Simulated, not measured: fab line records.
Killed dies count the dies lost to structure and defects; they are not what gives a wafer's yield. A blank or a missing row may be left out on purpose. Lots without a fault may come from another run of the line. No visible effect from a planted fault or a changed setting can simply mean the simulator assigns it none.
Matching of chambers || flow nand harc || NHARC_A_WL_FILL_ALD_02 on ald metal-02 has 4 sister chambers
The step deposits TiN, target thk 2 nm, pulse time 3 s, ald cycles 100. 8 wafers are shown with their chamber, then 8 later ones without.

EACH WAFER AND ITS CHAMBER
{"wafer": "L079.5", "chamber": 3, "heater power w (W)": 1274, "heater power outer w (W)": 868}
{"wafer": "L079.6", "chamber": 2, "heater power w (W)": 906, "heater power outer w (W)": 570}
{"wafer": "L087.2", "chamber": 0, "heater power w (W)": 981, "heater power outer w (W)": 659}
{"wafer": "L087.6", "chamber": 1, "heater power w (W)": 1095, "heater power outer w (W)": 742}
{"wafer": "L088.1", "chamber": 0, "heater power w (W)": 962, "heater power outer w (W)": 655}
{"wafer": "L088.2", "chamber": 2, "heater power w (W)": 904, "heater power outer w (W)": 566}
{"wafer": "L088.4", "chamber": 3, "heater power w (W)": 1302, "heater power outer w (W)": 869}
{"wafer": "L091.4", "chamber": 1, "heater power w (W)": 1124, "heater power outer w (W)": 742}

WAFERS WITHOUT THEIR CHAMBER
{"wafer": "L091.5", "heater power w (W)": 1314, "heater power outer w (W)": 860}
{"wafer": "L091.6", "heater power w (W)": 956, "heater power outer w (W)": 649}
{"wafer": "L097.1", "heater power w (W)": 917, "heater power outer w (W)": 583}
{"wafer": "L097.2", "heater power w (W)": 1273, "heater power outer w (W)": 877}
{"wafer": "L097.6", "heater power w (W)": 1083, "heater power outer w (W)": 725}
{"wafer": "L096.1", "heater power w (W)": 1303, "heater power outer w (W)": 847}
{"wafer": "L096.4", "heater power w (W)": 1280, "heater power outer w (W)": 882}
{"wafer": "L096.5", "heater power w (W)": 896, "heater power outer w (W)": 582}

EACH ONE'S CHAMBER
{"wafer": "L091.5", "from the rows above": 3, "in truth": 3}
{"wafer": "L091.6", "from the rows above": 0, "in truth": 0}
{"wafer": "L097.1", "from the rows above": 2, "in truth": 2}
{"wafer": "L097.2", "from the rows above": 3, "in truth": 3}
{"wafer": "L097.6", "from the rows above": 1, "in truth": 1}
{"wafer": "L096.1", "from the rows above": 3, "in truth": 3}
{"wafer": "L096.4", "from the rows above": 3, "in truth": 3}
{"wafer": "L096.5", "from the rows above": 2, "in truth": 2}
8 of 8 placed correctly. Number that these rows cannot place: 0. Placed wrongly: 0.
How it was worked out, from the rows above alone: a wafer's distance from a chamber is the root of the sum, over the readings, of the square of ((its reading less the chamber's mean) divided by the reading's scatter). If the next closest chamber is less than 2 further off than the closest, the wafer can't be placed; otherwise it belongs to the closest. For every chamber, the mean is computed from those of its wafers that are shown. The scatter: take each reading less its chamber's mean, square it, sum over the shown wafers, divide by the number of wafers less the number of chambers, and take the root.
